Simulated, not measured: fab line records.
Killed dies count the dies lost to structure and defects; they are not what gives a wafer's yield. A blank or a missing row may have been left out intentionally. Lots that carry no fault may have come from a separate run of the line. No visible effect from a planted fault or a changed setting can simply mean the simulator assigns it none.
Which tool was responsible?    flow nand harc    Sampling: 15 lots, 45 wafers, 4 of 1302 route steps

== WHAT THE GAUGES SHOWED, per wafer ==
The record lacks any reading of a measuring or inspecting step that a usual standard deviation could be used to judge.

== EACH LOT AND THE TOOL THAT RAN IT (in order: tool; ch and the chambers of the sampled wafers; start) ==
lot   NHARC_A_CHANNEL_HOLE_D1_ETCH_21   NHARC_A_CHANNEL_HOLE_D1_ETCH_25             NHARC_A_CHANNEL_HOLE_D1_XSEM_31  NHARC_A_CHANNEL_FILL_D1_ETCHBACK_19
L265  har etch-01 ch 0,1, day 8 13:59   har etch-01 ch 0,1, day 8 19:04 or earlier  xsem-01 ch 0, day 8 19:04        rie si-05 ch 1,2, day 9 22:31
L268  har etch-02 ch 0,1, day 9 22:02   har etch-02 ch 0,1, day 10 00:29            xsem-01 ch 0, day 10 03:14       rie si-01 ch 1,2, day 11 04:42
L269  har etch-01 ch 0,1, day 10 06:14  har etch-01 ch 0,1, day 10 08:41            xsem-02 ch 0, day 10 11:25       rie si-01 ch 1,2,3, day 11 12:51
L270  har etch-01 ch 0,1, day 11 03:34  har etch-01 ch 0,1, day 11 06:02            xsem-02 ch 0, day 11 08:45       rie si-05 ch 1,2,3, day 12 10:09
L271  har etch-02 ch 0,1, day 11 08:20  har etch-02 ch 0,1, day 11 11:03            xsem-01 ch 0, day 11 13:20       rie si-05 ch 2,3, day 12 15:14
L279  har etch-01 ch 0,1, day 14 14:59  har etch-01 ch 0,1, day 14 17:28            xsem-01 ch 0, day 14 20:19       rie si-05 ch 0,1,2, day 15 20:29
L278  har etch-01 ch 0,1, day 14 19:19  har etch-01 ch 0,1, day 14 21:56            xsem-02 ch 0, day 15 00:23       rie si-05 ch 0,1,3, day 16 01:07
L280  har etch-01 ch 0,1, day 15 00:52  har etch-01 ch 0,1, day 15 03:20            xsem-01 ch 0, day 15 06:02       rie si-05 ch 0,1,3, day 16 06:32
L281  har etch-01 ch 0,1, day 15 05:14  har etch-01 ch 0,1, day 15 07:55            xsem-01 ch 0, day 15 10:12       rie si-04 ch 0,3, day 16 10:37
L282  har etch-01 ch 0,1, day 15 22:58  har etch-01 ch 0,1, day 16 01:31            xsem-01 ch 0, day 16 04:04       rie si-04 ch 0,1,3, day 17 06:29
L284  har etch-02 ch 0,1, day 16 07:08  har etch-02 ch 0,1, day 16 09:41            xsem-01 ch 0, day 16 12:15       rie si-01 ch 0,1, day 17 14:26
L283  har etch-01 ch 0,1, day 16 08:23  har etch-01 ch 0,1, day 16 10:56            xsem-02 ch 0, day 16 13:31       rie si-04 ch 0,1,3, day 17 14:27
L285  har etch-01 ch 0,1, day 17 02:00  har etch-01 ch 0,1, day 17 04:36            xsem-01 ch 0, day 17 07:02       rie si-05 ch 0,1, day 18 07:27
L286  har etch-01 ch 1, day 17 05:59    har etch-01 ch 1, day 17 08:28              xsem-02 ch 0, day 17 11:12       rie si-01 ch 2,3, day 18 11:32
L288  har etch-01 ch 0,1, day 18 01:30  har etch-01 ch 0,1, day 18 03:59            xsem-02 ch 0, day 18 06:41       rie si-04 ch 2,3, day 19 07:45
- NHARC_A_CHANNEL_HOLE_D1_ETCH_21: etches the open film in C4F8/O2/Ar, time 514.3 s, target depth 1600 nm.
- NHARC_A_CHANNEL_HOLE_D1_ETCH_25: etches the open film in C4F8/O2/Ar, time 1040.2 s, target depth 1500 nm.
- NHARC_A_CHANNEL_HOLE_D1_XSEM_31
- NHARC_A_CHANNEL_FILL_D1_ETCHBACK_19: etches the open film in HBr/Cl2, target depth 5 nm, time 1.7 s.

== WHAT THE TOOLS THEMSELVES READ (means of the sampled wafers that have a number; where no wafer has one, the mark that the record gives instead) ==
NHARC_A_CHANNEL_HOLE_D1_ETCH_21. Usual: drypump motor current A 6.1 A, standard deviation 0.59; showerhead plenum p Torr 3.67 Torr, standard deviation 0.074; temp c -20.00 C, standard deviation 0.12; throttle valve pct 32.155 %, standard deviation 0.01.
lot   tool         drypump motor current A (A)  showerhead plenum p Torr (Torr)  temp c (C)  throttle valve pct (%)  flag
L265  har etch-01  6.4                          3.74                             -20.03      32.154                  
L268  har etch-02  5.9                          3.60                             -20.08      32.151                  
L269  har etch-01  6.5                          3.72                             -19.86      32.155                  
L270  har etch-01  6.1                          3.71                             -20.08      32.155                  
L271  har etch-02  5.9                          3.59                             -19.97      32.155                  
L279  har etch-01  6.4                          3.69                             -19.90      32.163                  
L278  har etch-01  6.1                          3.69                             -20.08      32.161                  
L280  har etch-01  6.4                          3.69                             -20.04      32.153                  
L281  har etch-01  6.1                          3.68                             -20.04      32.155                  
L282  har etch-01  6.1                          3.68                             -20.01      32.158                  
L284  har etch-02  5.5                          3.57                             -20.02      32.152                  
L283  har etch-01  6.4                          3.67                             -20.01      32.158                  
L285  har etch-01  6.4                          3.67                             -19.88      32.154                  
L286  har etch-01  6.8                          3.66                             -19.81      32.151                  
L288  har etch-01  6.1                          3.66                             -20.07      32.158                  

NHARC_A_CHANNEL_HOLE_D1_ETCH_25. Usual: drypump motor current A 6.1 A, standard deviation 0.59; showerhead plenum p Torr 3.66 Torr, standard deviation 0.074; temp c -19.99 C, standard deviation 0.098; throttle valve pct 32.235 %, standard deviation 0.0097.
lot   tool         drypump motor current A (A)  showerhead plenum p Torr (Torr)  temp c (C)  throttle valve pct (%)  flag
L265  har etch-01  6.5                          3.73                             -19.99      32.228                  
L268  har etch-02  5.9                          3.60                             -20.00      32.230                  
L269  har etch-01  6.4                          3.72                             -20.00      32.237                  
L270  har etch-01  6.1                          3.71                             -20.02      32.240                  
L271  har etch-02  5.9                          3.59                             -19.99      32.237                  
L279  har etch-01  6.5                          3.68                             -19.93      32.236                  
L278  har etch-01  6.1                          3.68                             -19.95      32.250                  
L280  har etch-01  6.4                          3.68                             -19.96      32.234                  
L281  har etch-01  6.1                          3.68                             -19.99      32.234                  
L282  har etch-01  6.1                          3.67                             -19.99      32.231                  
L284  har etch-02  5.5                          3.57                             -20.00      32.225                  
L283  har etch-01  6.4                          3.67                             -19.90      32.228                  
L285  har etch-01  6.4                          3.66                             -19.97      32.233                  
L286  har etch-01  6.8                          3.66                             -19.93      32.221                  
L288  har etch-01  6.1                          3.65                             -19.98      32.237                  

NHARC_A_CHANNEL_HOLE_D1_XSEM_31. Usual: bot cd nm 74.5 nm, standard deviation 0.96; bow nm 8.65 nm, standard deviation 0.21; tilt deg 0.08 degrees, standard deviation 0.043.
lot   tool     bot cd nm (nm)  bow nm (nm)  tilt deg (degrees)  flag
L265  xsem-01  74.3            8.35         0.07                
L268  xsem-01  74.8            8.45         0.09                
L269  xsem-02  73.4            8.95         0.11                
L270  xsem-02  75.1            8.44         0.08                
L271  xsem-01  73.8            8.51         0.10                
L279  xsem-01  74.5            8.54         0.02                
L278  xsem-02  73.9            8.61         0.05                
L280  xsem-01  75.6            8.49         -0.01               
L281  xsem-01  75.4            8.91         0.11                
L282  xsem-01  74.7            9.06         0.13                
L284  xsem-01  73.6            8.54         0.03                
L283  xsem-02  75.5            8.77         0.08                
L285  xsem-01  74.6            8.62         0.01                
L286  xsem-02  74.7            8.87         0.10                
L288  xsem-02  75.5            8.60         0.11                

NHARC_A_CHANNEL_FILL_D1_ETCHBACK_19. Usual: bias w 99.99 W, standard deviation 0.29; chamber pressure mTorr 15.001 mTorr, standard deviation 0.013; drypump motor current A 5.6 A, standard deviation 0.49; mfc cl2 sccm 49.99 sccm, standard deviation 0.15; oes product au 0.997 a.u., standard deviation 0.0063; throttle valve pct 26.406 %, standard deviation 0.0089.
lot   tool       bias w (W)  chamber pressure mTorr (mTorr)  drypump motor current A (A)  mfc cl2 sccm (sccm)  oes product au (a.u.)  throttle valve pct (%)  flag
L265  rie si-05  100.10      14.990                          5.6                          49.98                1.006                  26.399                  
L268  rie si-01  100.10      14.987                          5.5                          50.00                0.996                  26.410                  
L269  rie si-01  -           -                               -                            -                    -                      -                       OFF
L270  rie si-05  -           -                               -                            -                    -                      -                       OFF
L271  rie si-05  -           -                               -                            -                    -                      -                       OFF
L279  rie si-05  99.83       14.994                          5.4                          49.96                0.994                  26.405                  
L278  rie si-05  100.08      14.992                          5.3                          49.98                0.991                  26.411                  
L280  rie si-05  100.08      15.009                          5.3                          49.87                0.994                  26.409                  
L281  rie si-04  100.33      15.015                          6.2                          49.85                0.993                  26.410                  
L282  rie si-04  99.96       15.004                          5.7                          50.11                0.992                  26.408                  
L284  rie si-01  100.21      15.008                          6.0                          50.16                1.000                  26.403                  
L283  rie si-04  99.73       15.007                          5.8                          50.05                0.993                  26.397                  
L285  rie si-05  99.99       15.002                          5.5                          49.96                0.998                  26.405                  
L286  rie si-01  100.15      14.997                          5.3                          50.07                0.997                  26.403                  
L288  rie si-04  99.98       15.003                          6.4                          49.82                0.997                  26.408                  

== THE ANSWER, worked out from the rows above alone ==
Rule: a lot is off if the mean of its wafers that have a number lies more than 3 standard deviations from the usual mean. A lot without any number at a reading at which 4 lots or more have one is off too. All remaining lots with rows at the step are treated as sound. First the gauges in route order, then the tools' own readings, where a lot's mean is used as printed above. At the first step where some lot is off, the reading lying furthest off is the one used; lots without a number count as furthest.
Off: L269, L270, L271, at NHARC_A_CHANNEL_FILL_D1_ETCHBACK_19 (bias w). Without a number there: L269, L270, L271.
If a tool, at that step or one of the process steps before it, ran each lot that is off and ran no sound lot following the first of them, it fits. NHARC_A_CHANNEL_HOLE_D1_ETCH_25: start missing for some lots; hours and lot order therefore follow NHARC_A_CHANNEL_HOLE_D1_XSEM_31. Not one of the candidates tried fits.

== WHAT THE SIMULATOR HAD INSERTED ==
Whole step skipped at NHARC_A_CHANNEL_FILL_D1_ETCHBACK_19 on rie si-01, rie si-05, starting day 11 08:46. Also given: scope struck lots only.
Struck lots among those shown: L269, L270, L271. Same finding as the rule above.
